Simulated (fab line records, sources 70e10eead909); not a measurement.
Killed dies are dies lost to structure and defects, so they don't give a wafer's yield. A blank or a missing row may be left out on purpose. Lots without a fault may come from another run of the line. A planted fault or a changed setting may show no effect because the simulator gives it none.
Chamber matching | flow nand_harc | NHARC_P_M1_CMP_23 on cmp-04: 4 sister chambers
The step polishes, t overpolish 20 s, target thk 157.82 nm. 4 wafers are shown with their chamber, then 7 later ones without.

WAFERS WITH THEIR CHAMBER
wafer  | chamber | motor_current_A (A)
L295.6 | 1       | 11.4
L296.6 | 3       | 11.3
L303.1 | 0       | 11.5
L303.2 | 2       | 10.3

WAFERS WITHOUT THEIR CHAMBER
wafer  | motor_current_A (A)
L303.3 | 11.9
L308.3 | 11.1
L308.5 | 11.8
L308.6 | 10.2
L309.1 | 11.5
L309.2 | 11.6
L309.4 | 11.5

WHICH CHAMBER EACH WENT THROUGH
wafer  | from the rows above          | in truth
L303.3 | can't be placed: 0 or 1 or 3 | 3
L308.3 | can't be placed: 3 or 1 or 0 | 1
L308.5 | can't be placed: 0 or 1 or 3 | 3
L308.6 | 2                            | 2
L309.1 | can't be placed: 0 or 1 or 3 | 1
L309.2 | can't be placed: 0 or 1 or 3 | 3
L309.4 | can't be placed: 0 or 1 or 3 | 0
Placed correctly: 1 of 7. Can't be placed from these rows: 6 (the true chamber is among the candidates in 6). Placed wrongly: 0.
How it was worked out, from the rows above alone: a wafer's distance from a chamber is the root of the sum, over the readings, of the square of ((its reading less the chamber's mean) divided by the reading's scatter). The wafer belongs to the nearest chamber; if the next one is less than 2 further off, it can't be placed. A chamber's mean is the mean of its shown wafers. The scatter: with one shown wafer a chamber, the root of the mean of the squares of how far each hidden wafer lies from its nearest shown one.
